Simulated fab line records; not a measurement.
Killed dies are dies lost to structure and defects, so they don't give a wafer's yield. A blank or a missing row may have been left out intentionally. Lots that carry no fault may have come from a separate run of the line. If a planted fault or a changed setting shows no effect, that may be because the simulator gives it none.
fab line records -- flow n5-finfet
record lots=11, wafers=28, last-day=18
route steps=1938 shown BEOL_M2@843 BEOL_M4@1111 PASSIVATION@1936
lots that met no fault: from a run of the same line without faults
start-h: hours from the record's opening day to when the first of the lot's shown wafers began -- wait-h: how many hours have passed since the lot's step before this one -- " identical to the entry in the row above -- L1.1+2: one row covering several wafers at once -- - value missing, or start not given -- * or withheld: withheld -- < > ~ a bound
route shown NAME@n: names a module that has steps shown in the file, with the first one's number in the route -- usual: the fault-free wafers' mean and standard deviation -- same: alike in all rows -- chamber/n: place in a boat -- sites: per-site readings -- _std_site: their standard deviation -- _edge_site: outer sites' mean less inner sites' -- radius-mm: how far each site lies from the wafer's centre -- mask NAME#n: copy n -- behind: the last tool/chamber to shape the wafer -- hold: the reason the lot was held/the length of the hold in hours/how it ended -- device: the n, p or np transistor that did not switch -- end of line: tests run on the same wafers once the route is complete -- for a step that has no rows: nothing shown but its recipe -- killed: count of dies lost to structure and defects at first sort (not the wafer's yield) -- map: shows each die of a wafer: x if killed, . if not, _ if none is there
set.NAME: the setting the step ran with; set.NAME@STEP: the setting that earlier step ran with -- model.NAME: the simulator's own value behind a step, which no gauge read
a sample of lots followed through the steps of the route, with each step as a table and each wafer as a row
services: the hour from which a tool's chamber was out of use, counted from the record's first day as start-h (under 0 if before that day), plus the number of hours and why
## steps
# step N5_BEOL_M2_PECVD_72
# recipe material=SiO2, target-thk-a=160, temp-c=400, precursor=TEOS/O2, pressure-torr=5.5, rf-w=450, teos-flow-sccm=53.8, gas=O2, flow-sccm=3000, time-s=18
# usual heater-power-w=720/100, rf-fwd-power-W=444.4/2.3, showerhead-plenum-p-Torr=8.76/0.059, throttle-valve-pct=22.6/1.1
lot.wafer,tool,chamber,start-h,wait-h,heater-power-w,rf-fwd-power-W,showerhead-plenum-p-Torr,throttle-valve-pct
L511.1,pecvd-02,2,154.93,0.0,904,447.8,8.79,21.8
L511.4,pecvd-02,2,154.93,0.0,905,447.4,8.78,21.6
L511.6,pecvd-02,1,154.93,0.0,827,444.5,8.84,23.2
L512.1,pecvd-04,2,158.56,0.0,769,443.9,8.78,22.7
L512.4,pecvd-04,0,158.56,0.0,770,446.8,8.76,20.9
L514.3,pecvd-01,0,182.51,0.0,620,444.4,8.67,21.8
L514.5,pecvd-01,1,182.51,0.0,624,445.9,8.78,25.1
L517.1,pecvd-02,0,190.04,0.0,584,445.5,8.74,23.1
L517.2,pecvd-02,1,190.04,0.0,707,439.5,8.85,22.8
L517.4,pecvd-02,1,190.04,0.0,709,442.8,8.88,23.2
L519.2,pecvd-01,1,204.25,0.0,631,444.2,8.80,25.1
L519.3,pecvd-01,1,204.25,0.0,624,444.3,8.81,25.3
L519.6,pecvd-01,1,204.25,0.0,612,443.8,8.78,25.2
L522.1,pecvd-02,0,219.05,0.0,656,443.7,8.70,22.9
L522.2,pecvd-02,1,219.05,0.0,808,444.8,8.84,23.2
L523.5,pecvd-02,0,226.17,0.1,602,443.9,8.71,22.9
L523.6,pecvd-02,1,226.17,0.1,811,442.2,8.83,22.9
L524.1,pecvd-02,0,229.70,0.0,587,442.7,8.71,23.0
L524.5,pecvd-02,0,229.70,0.0,606,444.9,8.73,22.7
L527.1,pecvd-04,2,253.15,0.0,802,444.6,8.80,23.2
L527.5,pecvd-04,2,253.15,0.0,781,444.0,8.77,23.4
L527.6,pecvd-04,1,253.15,0.0,688,440.8,8.70,22.0
L528.1,pecvd-01,0,263.50,0.0,684,446.3,8.66,21.8
L528.5,pecvd-01,0,263.50,0.0,674,446.1,8.66,21.8
L528.6,pecvd-01,1,263.50,0.0,600,446.2,8.78,25.0
L529.3,pecvd-04,0,266.43,0.0,798,447.3,8.76,21.1
L529.4,pecvd-04,2,266.43,0.0,801,444.1,8.79,23.2
L529.5,pecvd-04,0,266.43,0.0,774,445.9,8.78,21.1
# step N5_BEOL_M2_ANNEAL_95
# recipe temp-c=400, time-s=240, ambient=vacuum
# usual heater-power-w=843/84
lot.wafer,tool,chamber,start-h,wait-h,heater-power-w
L511.1,pvd-sputter-03,-,164.74,0.0,765
L511.4,pvd-sputter-03,-,164.74,0.0,772
L511.6,pvd-sputter-03,-,164.74,0.0,865
L512.1,pvd-sputter-03,-,168.91,0.0,774
L512.4,pvd-sputter-03,-,168.91,0.0,770
L514.3,pvd-sputter-03,-,190.82,0.0,883
L514.5,pvd-sputter-03,-,190.82,0.0,859
L517.1,pvd-sputter-03,-,197.14,0.0,862
L517.2,pvd-sputter-03,-,197.14,0.0,783
L517.4,pvd-sputter-03,-,197.14,0.0,771
L519.2,pvd-sputter-02,-,214.97,0.0,855
L519.3,pvd-sputter-02,-,214.97,0.0,711
L519.6,pvd-sputter-02,-,214.97,0.0,886
L522.1,pvd-sputter-01,-,232.36,0.0,781
L522.2,pvd-sputter-01,-,232.36,0.0,776
L523.5,pvd-sputter-03,-,237.51,0.1,849
L523.6,pvd-sputter-03,-,237.51,0.1,759
L524.1,pvd-sputter-02,-,238.75,0.0,908
L524.5,pvd-sputter-02,-,238.75,0.0,1019
L527.1,pvd-sputter-03,-,263.98,0.0,773
L527.5,pvd-sputter-03,-,263.98,0.0,761
L527.6,pvd-sputter-03,-,263.98,0.0,761
L528.1,pvd-sputter-02,-,277.23,0.0,896
L528.5,pvd-sputter-02,-,277.23,0.0,721
L528.6,pvd-sputter-02,-,277.23,0.0,894
L529.3,pvd-sputter-01,-,278.48,0.0,791
L529.4,pvd-sputter-01,-,278.48,0.0,882
L529.5,pvd-sputter-01,-,278.48,0.0,780
# step N5_BEOL_M2_CMP_52
# recipe stop-on=SiOC, t-overpolish-s=6.8, down-force-psi=1, platen-rpm=50, clearing-platen-down-force-psi=1.5, clearing-platen-rpm=50, post-cmp-clean=cu-alkaline, target-thk-nm=40, clearing-platen-pad-velocity-m-s=0.99484, pad-velocity-m-s=0.99484
# usual barrier-field-endpoint-s=24.8/0.64, edge-zone-pressure-frac=1.000/0.0052, head-pressure-psi=1.0001/0.0023, motor-current-A=5.9/0.54
lot.wafer,tool,chamber,start-h,wait-h,barrier-field-endpoint-s,edge-zone-pressure-frac,head-pressure-psi,motor-current-A
L511.1,cmp-02,3,165.37,0.3,25.3,1.009,0.9964,6.5
L511.4,cmp-02,0,165.37,0.3,25.4,1.002,1.0011,6.2
L511.6,cmp-02,0,165.37,0.3,25.7,1.001,1.0003,6.3
L512.4,cmp-03,1,169.61,0.1,25.9,1.002,0.9972,5.1
L512.1,cmp-03,0,169.61,0.1,25.3,0.997,1.0017,6.0
L514.3,cmp-04,2,191.45,0.2,24.9,1.006,0.9981,6.0
L514.5,cmp-04,2,191.45,0.2,24.9,1.005,0.9983,6.2
L517.4,cmp-02,3,198.38,0.1,24.5,0.996,1.0012,6.2
L517.1,cmp-02,0,198.38,0.1,25.0,0.996,1.0011,6.5
L517.2,cmp-02,1,198.38,0.1,25.2,1.000,1.0013,6.8
L519.3,cmp-04,3,215.93,0.4,25.2,0.996,0.9993,5.4
L519.2,cmp-04,1,215.93,0.4,24.3,0.997,1.0036,6.0
L519.6,cmp-04,3,215.93,0.4,24.9,1.000,0.9992,5.6
L522.2,cmp-03,3,232.99,0.2,28.5,1.011,0.9964,6.4
L522.1,cmp-03,1,232.99,0.2,24.2,1.002,0.9992,5.2
L523.5,cmp-03,3,238.24,0.2,29.7,1.005,0.9997,6.7
L523.6,cmp-03,0,238.24,0.2,24.1,0.999,0.9994,6.2
L524.1,cmp-02,3,239.50,0.4,24.3,1.001,0.9973,6.2
L524.5,cmp-02,1,239.50,0.4,30.5,0.994,0.9982,6.8
L527.1,cmp-03,0,264.73,0.4,24.0,0.992,1.0016,6.4
L527.6,cmp-03,1,264.73,0.4,25.5,0.999,0.9999,4.9
L527.5,cmp-03,2,264.73,0.4,25.8,1.009,1.0018,5.7
L528.1,cmp-03,0,277.97,0.4,25.2,0.998,1.0016,6.0
L528.5,cmp-03,1,277.97,0.4,25.1,1.003,1.0016,5.3
L528.6,cmp-03,2,277.97,0.4,26.3,1.003,1.0038,6.0
L529.4,cmp-02,1,279.19,0.2,25.4,1.001,1.0012,6.5
L529.3,cmp-02,2,279.19,0.2,24.6,0.993,1.0018,6.9
L529.5,cmp-02,0,279.19,0.2,26.2,1.008,0.9992,6.2
# step N5_BEOL_M2_THK_MEAS_53
# recipe thk-meas-gauge=xrf, reads=Cu_of_BEOL_M2_ECD_50
# usual M2_THK=40.0/1.5
lot.wafer,tool,chamber,start-h,wait-h,M2_THK[nm]
L511.1,film-metro-01,-,165.66,-,38.2
L511.4,film-metro-01,-,165.66,-,41.1
L511.6,film-metro-01,-,165.66,-,39.6
L512.1,film-metro-01,-,169.90,-,39.0
L512.4,film-metro-01,-,169.90,-,39.4
L514.3,film-metro-02,-,191.75,-,39.8
L514.5,film-metro-02,-,191.75,-,40.4
L517.1,film-metro-02,-,198.67,-,41.5
L517.2,film-metro-02,-,198.67,-,39.8
L517.4,film-metro-02,-,198.67,-,41.2
L519.2,film-metro-02,-,216.19,-,39.8
L519.3,film-metro-02,-,216.19,-,38.8
L519.6,film-metro-02,-,216.19,-,41.2
L522.1,film-metro-02,-,233.28,-,43.6
L522.2,film-metro-02,-,233.28,-,39.4
L523.5,film-metro-02,-,238.38,-,38.4
L523.6,film-metro-02,-,238.38,-,39.5
L524.1,film-metro-02,-,239.68,-,38.8
L524.5,film-metro-02,-,239.68,-,41.6
L527.1,film-metro-01,-,264.91,-,38.3
L527.5,film-metro-01,-,264.91,-,39.9
L527.6,film-metro-01,-,264.91,-,39.9
L528.1,film-metro-01,-,278.15,-,37.7
L528.5,film-metro-01,-,278.15,-,41.3
L528.6,film-metro-01,-,278.15,-,40.3
L529.3,film-metro-02,-,279.41,-,38.9
L529.4,film-metro-02,-,279.41,-,39.4
L529.5,film-metro-02,-,279.41,-,40.0
# step N5_BEOL_M2_RS_MEAS_58
# recipe thk-meas-gauge=four-point-probe, reads=Co_of_BEOL_M2_CO_CAP_55+Cu_of_BEOL_M2_ECD_50+Co_of_BEOL_M2_CVD_47+TaN_of_BEOL_M2_ALD_84
# usual M2_RS=0.66/0.034
lot.wafer,tool,chamber,start-h,wait-h,M2_RS[ohm/sq]
L511.1,film-metro-01,-,165.92,0.0,0.70
L511.4,film-metro-01,-,165.92,0.0,0.64
L511.6,film-metro-01,-,165.92,0.0,0.66
L512.1,film-metro-01,-,170.16,0.0,0.68
L512.4,film-metro-01,-,170.16,0.0,0.68
L514.3,film-metro-01,-,192.01,0.1,0.67
L514.5,film-metro-01,-,192.01,0.1,0.66
L517.1,film-metro-01,-,198.93,0.0,0.63
L517.2,film-metro-01,-,198.93,0.0,0.67
L517.4,film-metro-01,-,198.93,0.0,0.64
L519.2,film-metro-01,-,216.50,0.1,0.67
L519.3,film-metro-01,-,216.50,0.1,0.69
L519.6,film-metro-01,-,216.50,0.1,0.64
L522.1,film-metro-01,-,233.54,0.0,0.60
L522.2,film-metro-01,-,233.54,0.0,0.68
L523.5,film-metro-01,-,238.65,0.0,0.70
L523.6,film-metro-01,-,238.65,0.0,0.68
L524.1,film-metro-01,-,239.94,0.0,0.69
L524.5,film-metro-01,-,239.94,0.0,0.64
L527.1,film-metro-01,-,265.17,0.0,0.70
L527.5,film-metro-01,-,265.17,0.0,0.66
L527.6,film-metro-01,-,265.17,0.0,0.66
L528.1,film-metro-02,-,278.41,0.0,0.71
L528.5,film-metro-02,-,278.41,0.0,0.63
L528.6,film-metro-02,-,278.41,0.0,0.65
L529.3,film-metro-01,-,279.67,0.1,0.69
L529.4,film-metro-01,-,279.67,0.1,0.67
L529.5,film-metro-01,-,279.67,0.1,0.66
# step N5_BEOL_M4_RC_MEAS_101
# usual DIBL_N=35.8/1.7, DIBL_P=35.9/1.9, IOFF_N=0.151/0.028, IOFF_P=0.21/0.037, ION_N=673/12, ION_P=463/8.3, SS_N=71.4/0.59, SS_P=73.2/0.63, VT_N=250/3.2, VT_P=-250/3.7
lot.wafer,tool,chamber,start-h,wait-h,DIBL_N[mV/V],DIBL_P[mV/V],IOFF_N[nA/um],IOFF_P[nA/um],ION_N[uA/um],ION_P[uA/um],SS_N[mV/dec],SS_P[mV/dec],VT_N[mV],VT_P[mV]
L512.1,prober-01,0,195.53,0.0,37.4,36.9,0.171,0.26,687,472,71.9,73.9,249,-244
L512.4,prober-01,0,195.53,0.0,37.7,37.7,0.188,0.28,692,475,71.5,74.0,245,-245
L511.1,prober-02,0,195.85,0.0,35.3,36.6,0.155,0.21,679,469,71.4,73.1,249,-249
L511.4,prober-02,0,195.85,0.0,33.5,33.1,0.123,0.17,665,461,71.3,73.3,251,-253
L511.6,prober-02,0,195.85,0.0,31.4,30.7,0.101,0.14,664,458,70.4,72.1,252,-253
L514.3,prober-02,0,211.77,0.3,36.9,37.5,0.174,0.19,687,463,70.3,73.3,246,-253
L514.5,prober-02,0,211.77,0.3,34.2,34.6,0.129,0.16,671,457,70.6,72.7,250,-255
L517.1,prober-02,0,221.99,0.0,39.0,38.5,0.201,0.25,678,464,72.6,73.6,248,-244
L517.2,prober-02,0,221.99,0.0,35.2,36.1,0.139,0.20,669,460,71.8,73.6,252,-250
L517.4,prober-02,0,221.99,0.0,35.4,36.3,0.157,0.22,690,471,71.9,72.8,249,-248
L519.2,prober-02,0,238.30,0.2,35.5,36.2,0.139,0.19,662,454,71.3,72.9,251,-253
L519.3,prober-02,0,238.30,0.2,34.8,34.5,0.128,0.17,663,459,70.2,72.5,249,-256
L519.6,prober-02,0,238.30,0.2,34.6,34.2,0.128,0.16,664,457,71.2,72.4,252,-253
L522.1,prober-01,0,253.85,0.0,36.9,36.0,0.167,0.20,669,456,71.9,73.1,250,-252
L522.2,prober-01,0,253.85,0.0,37.8,36.6,0.182,0.21,679,463,71.3,73.6,245,-249
L523.5,prober-01,0,258.50,0.6,37.7,37.7,0.165,0.22,684,467,72.6,73.5,248,-250
L523.6,prober-01,0,258.50,0.6,34.9,33.7,0.118,0.17,654,448,70.9,72.2,256,-254
L524.1,prober-02,0,263.70,0.0,35.3,36.1,0.131,0.18,668,458,71.2,72.4,254,-252
L524.5,prober-02,0,263.70,0.0,34.6,34.9,0.117,0.18,656,451,70.8,72.8,256,-255
L527.1,prober-01,0,285.94,0.0,36.2,35.1,0.164,0.17,657,449,71.5,72.7,255,-254
L527.5,prober-01,0,285.94,0.0,35.3,34.8,0.142,0.17,652,449,71.8,73.9,252,-253
L527.6,prober-01,0,285.94,0.0,33.4,32.4,0.119,0.15,659,455,71.1,72.6,254,-254
L528.1,prober-01,0,316.96,0.0,39.4,41.1,0.240,0.30,672,459,72.8,74.9,245,-246
L528.5,prober-01,0,316.96,0.0,37.1,38.3,0.195,0.24,690,467,71.8,73.8,245,-248
L528.6,prober-01,0,316.96,0.0,38.6,40.0,0.217,0.27,692,474,72.3,74.6,245,-246
L529.3,prober-01,0,321.09,0.3,36.0,35.6,0.137,0.20,661,453,71.3,73.2,254,-247
L529.4,prober-01,0,321.09,0.3,36.2,35.5,0.147,0.20,674,461,71.9,73.1,254,-252
L529.5,prober-01,0,321.09,0.3,36.1,35.7,0.145,0.20,667,458,72.2,73.1,254,-248
# step N5_PASSIVATION_PROBE_49
# usual defect-limited-yield=91.4/1.5, killed_at_M0_to_M3=33/9.8, killed_at_M4_up=14/5.5, killed-at-contacts=12/6.5, killed-at-front-end=38/11, killed-at-other=3/3.1, killed-dies=101/17, killed-open=66/13, killed-short=32/7.5, sort_bin_5_function=5.0/1, sort_bin_6_memory=3.2/0.69, sort_bin_8_speed=0.00/0.0072, sort-n-pass=1079/17, sort-yield-pct=91.4/1.5
# same gross-dies=1180, killed-at-back-side=0, sort_bin_4_leakage[%]=0
lot.wafer,tool,chamber,start-h,wait-h,defect-limited-yield[%],killed_at_M0_to_M3,killed_at_M4_up,killed-at-contacts,killed-at-front-end,killed-at-other,killed-dies,killed-open,killed-short,sort_bin_5_function[%],sort_bin_6_memory[%],sort_bin_8_speed[%],sort-n-pass,sort-yield-pct[%]
L517.1,prober-01,-,333.66,0.0,93.4,26,13,4,33,2,78,51,26,4.2,2.2,0,1102,93.4
L517.2,prober-01,-,333.71,0.1,94.2,22,13,5,21,7,68,42,22,3.1,2.7,0,1112,94.2
L517.4,prober-01,-,333.81,0.2,93.6,23,15,15,19,3,75,49,21,3.3,2.5,0,1105,93.6
L523.5,prober-01,-,365.53,0.2,90.6,46,14,16,32,3,111,68,41,5.6,3.6,0,1069,90.6
L523.6,prober-01,-,365.58,0.3,90.3,37,17,15,45,1,115,69,46,5.6,3.7,0,1065,90.3
L522.1,prober-02,-,365.60,0.0,92.6,22,15,3,46,1,87,53,34,3.9,3.1,0,1093,92.6
L522.2,prober-02,-,365.65,0.1,92.9,37,14,8,23,2,84,53,28,4.3,2.5,0,1096,92.9
L524.1,prober-01,-,367.30,0.0,90.8,42,21,6,34,5,108,69,31,5.4,2.9,0,1072,90.8
L524.5,prober-01,-,367.50,0.2,90.7,37,8,6,57,2,110,71,39,5.3,3.6,0,1070,90.7
L527.1,prober-01,-,397.13,1.3,93.3,35,8,7,27,2,79,51,26,4.2,2.2,0,1101,93.3
L527.5,prober-01,-,397.33,1.5,92.5,30,9,5,39,5,88,56,30,4.2,3.1,0,1092,92.5
L527.6,prober-01,-,397.38,1.6,91.7,40,12,6,33,7,98,56,40,4.7,3.5,0,1082,91.7
L529.3,prober-02,-,417.67,0.1,89.7,34,11,21,38,17,121,74,40,4.9,4.4,0,1059,89.7
L529.4,prober-02,-,417.72,0.2,92.9,36,9,5,29,5,84,49,33,4.5,2.4,0,1096,92.9
L529.5,prober-02,-,417.77,0.2,91.0,40,15,18,29,4,106,70,35,5.8,2.9,0,1074,91.0
L528.1,prober-01,-,421.86,0.0,89.3,39,21,28,34,4,126,76,45,6.5,3.8,0,1054,89.3
L528.5,prober-01,-,422.06,0.2,90.9,22,23,27,29,6,107,70,32,5.8,3.0,0,1073,90.9
L528.6,prober-01,-,422.11,0.3,93.1,30,9,13,30,0,82,54,28,4.4,2.5,0,1098,93.1
# killed by level:class
L517.1 BEOL_M1:geometric-particle:open=7 GATE_CUT:geometric-particle:short=6 BEOL_M0_SAQP:geometric-particle:short=6 FIN_SAQP:geometric-particle:short=5 FIN_SAQP:geometric-particle:open=5 DUMMY_GATE:geometric-particle:open=5 MOL_CONTACT_COAG:geometric-particle:open=4 BEOL_M2:geometric-particle:open=4
L517.2 BEOL_M0_SAQP:geometric-particle:open=6 BEOL_M5:geometric-particle:open=6 FIN_SAQP:geometric-particle:open=5 BEOL_M0_SAQP:geometric-particle:short=5 ILD0:geometric-particle:open=4 BEOL_M1:geometric-particle:open=3 STARTING-WAFER:geometric-particle:short=3 DUMMY_GATE:geometric-particle:open=2
L517.4 MOL_CONTACT_COAG:geometric-particle:open=11 BEOL_M2:geometric-particle:open=6 BEOL_M1:geometric-particle:open=5 DUMMY_GATE:geometric-particle:open=4 MOL_CONTACT_COAG:geometric-particle:short=4 BEOL_M0_SAQP:geometric-particle:open=4 BEOL_M5:geometric-particle:open=4 FIN_SAQP:geometric-particle:open=3
L523.5 MOL_CONTACT_COAG:geometric-particle:open=11 BEOL_M0_SAQP:geometric-particle:short=10 BEOL_M0_SAQP:geometric-particle:open=9 STI_FIN_REVEAL:geometric-particle:open=8 BEOL_M3:geometric-particle:open=8 DUMMY_GATE:geometric-particle:open=6 BEOL_M1:geometric-particle:open=6 GATE_CUT:geometric-particle:short=5
L523.6 BEOL_M0_SAQP:geometric-particle:open=14 GATE_CUT:geometric-particle:short=11 MOL_CONTACT_COAG:geometric-particle:open=11 BEOL_M0_SAQP:geometric-particle:short=9 BEOL_M5:geometric-particle:open=8 DUMMY_GATE:geometric-particle:open=6 FIN_SAQP:geometric-particle:short=5 BEOL_M2:geometric-particle:open=5
L522.1 FIN_SAQP:geometric-particle:open=16 GATE_CUT:geometric-particle:short=10 BEOL_M5:geometric-particle:open=7 BEOL_M0_SAQP:geometric-particle:short=5 BEOL_M1:geometric-particle:open=5 BEOL_M1:geometric-particle:short=5 GATE_CUT:geometric-particle:open=4 FIN_SAQP:geometric-particle:short=3
L522.2 BEOL_M3:geometric-particle:open=10 BEOL_M0_SAQP:geometric-particle:short=9 MOL_CONTACT_COAG:geometric-particle:open=7 BEOL_M3:geometric-particle:short=6 BEOL_M4:geometric-particle:open=6 BEOL_M5:geometric-particle:open=5 DUMMY_GATE:geometric-particle:open=4 GATE_CUT:geometric-particle:short=4
L524.1 BEOL_M3:geometric-particle:open=20 HKMG_FIN:area-etch=8 BEOL_M5:geometric-particle:open=7 STI_FIN_REVEAL:geometric-particle:open=6 BEOL_M1:geometric-particle:open=6 MOL_CONTACT_COAG:geometric-particle:open=5 BEOL_M7:geometric-particle:open=4 BEOL_M3:geometric-particle:short=4
L524.5 STI_FIN_REVEAL:geometric-particle:open=18 BEOL_M3:geometric-particle:open=12 BEOL_M0_SAQP:geometric-particle:short=8 FIN_SAQP:geometric-particle:open=7 FIN_SAQP:geometric-particle:short=6 BEOL_M0_SAQP:geometric-particle:open=6 STARTING-WAFER:geometric-particle:open=6 STARTING-WAFER:geometric-particle:short=5
L527.1 BEOL_M0_SAQP:geometric-particle:open=9 BEOL_M0_SAQP:geometric-particle:short=9 STI_FIN_REVEAL:geometric-particle:open=6 BEOL_M2:geometric-particle:open=6 FIN_SAQP:geometric-particle:open=5 GATE_CUT:geometric-particle:short=4 MOL_CONTACT_COAG:geometric-particle:short=4 BEOL_M5:geometric-particle:open=4
L527.5 STI_FIN_REVEAL:geometric-particle:open=12 BEOL_M0_SAQP:geometric-particle:short=8 BEOL_M0_SAQP:geometric-particle:open=8 FIN_SAQP:geometric-particle:short=7 FIN_SAQP:geometric-particle:open=4 BEOL_M2:geometric-particle:open=4 MOL_CONTACT_COAG:geometric-particle:open=4 GATE_CUT:geometric-particle:short=3
L527.6 BEOL_M3:geometric-particle:open=12 FIN_SAQP:geometric-particle:short=10 BEOL_M2:geometric-particle:open=7 STI_FIN_REVEAL:geometric-particle:open=6 BEOL_M0_SAQP:geometric-particle:short=6 BEOL_M1:geometric-particle:open=6 PAD_METAL:geometric-particle:short=5 ILD0:geometric-particle:short=3
L529.3 MOL_CONTACT_COAG:geometric-particle:open=18 BEOL_M3:geometric-particle:open=9 PASS1_CAP:geometric-particle:short=8 DUMMY_GATE:geometric-particle:open=7 BEOL_M0_SAQP:geometric-particle:short=7 BEOL_M0_SAQP:geometric-particle:open=6 HKMG_FIN:area-etch=6 FIN_SAQP:geometric-particle:open=5
L529.4 BEOL_M0_SAQP:geometric-particle:open=8 BEOL_M2:geometric-particle:open=7 BEOL_M0_SAQP:geometric-particle:short=6 MOL_CONTACT_COAG:geometric-particle:open=5 STARTING-WAFER:geometric-particle:open=5 DUMMY_GATE:geometric-particle:short=4 STARTING-WAFER:geometric-particle:short=4 STI_FIN_REVEAL:geometric-particle:open=3
L529.5 MOL_CONTACT_COAG:geometric-particle:open=15 BEOL_M3:geometric-particle:open=11 BEOL_M0_SAQP:geometric-particle:short=8 BEOL_M5:geometric-particle:open=7 STI_FIN_REVEAL:geometric-particle:open=5 BEOL_M0_SAQP:geometric-particle:open=5 BEOL_M2:geometric-particle:open=5 DUMMY_GATE:geometric-particle:open=4
L528.1 MOL_CONTACT_COAG:geometric-particle:open=19 BEOL_M0_SAQP:geometric-particle:short=12 MOL_CONTACT_COAG:geometric-particle:short=9 BEOL_M4:geometric-particle:open=8 STI_FIN_REVEAL:geometric-particle:open=7 FIN_SAQP:geometric-particle:short=6 FIN_SAQP:geometric-particle:open=6 BEOL_M2:geometric-particle:open=6
L528.5 MOL_CONTACT_COAG:geometric-particle:open=22 FIN_SAQP:geometric-particle:open=6 BEOL_M4:geometric-particle:open=6 GATE_CUT:geometric-particle:short=5 MOL_CONTACT_COAG:geometric-particle:short=5 BEOL_M0_SAQP:geometric-particle:short=5 BEOL_M5:geometric-particle:open=4 BEOL_M2:geometric-particle:open=4
L528.6 MOL_CONTACT_COAG:geometric-particle:open=11 BEOL_M0_SAQP:geometric-particle:short=11 FIN_SAQP:geometric-particle:open=10 BEOL_M0_SAQP:geometric-particle:open=7 FIN_SAQP:geometric-particle:short=4 BEOL_M4:geometric-particle:open=4 BEOL_M1:geometric-particle:open=4 STI_FIN_REVEAL:geometric-particle:open=3
## services
tool,chamber,start-h,hours,kind
cmp-03,-,141.57,4.0,pm
cmp-03,-,145.57,-,consumable-replace:conditioner
cmp-03,-,145.57,-,consumable-replace:pad
pecvd-01,0,159.51,5.5,scheduled-down
pecvd-02,2,180.90,5.4,repair
pecvd-01,1,191.84,2.1,scheduled-down
pecvd-04,-,194.21,4.3,pm
cmp-04,-,197.84,4.0,pm
cmp-04,-,201.84,-,consumable-replace:conditioner
cmp-04,-,201.84,-,consumable-replace:pad
pecvd-01,2,202.38,-,clean
pecvd-01,2,202.38,-,consumable-replace:showerhead
pecvd-01,2,202.38,29.0,scheduled-down
pecvd-01,2,202.38,29.0,vent-cycle
pecvd-04,-,209.32,14.6,pm
cmp-03,-,216.65,5.4,pm
cmp-02,-,219.89,1.4,repair
cmp-04,-,246.96,0.4,repair
cmp-02,-,265.81,4.9,pm
pvd-sputter-03,-,276.23,36.1,repair
pecvd-02,-,276.64,14.9,repair
## key
first-sign step=N5_BEOL_M2_CMP_52, reading=barrier-field-endpoint-s, direction=up, sigmas=7.3, usual=24.8, struck=29.6
effect none on later readings
met-at N5_BEOL_M2_PECVD_72
struck-lots L522,L523,L524
struck-wafers L522.2,L523.5,L524.5
not-acting-at N5_BEOL_M2_ANNEAL_95,N5_BEOL_M2_THK_MEAS_53,N5_BEOL_M2_RS_MEAS_58
onset-between 190.04 219.05
fault kind=process-parameter-drift, tool=pecvd-02, chamber=-, onset-h=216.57, steps=N5_BEOL_M2_PECVD_72, channel=time-s, offset=*, shape=step, end-h=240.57, scope=struck-wafers-only, acts-in=*, stated=*
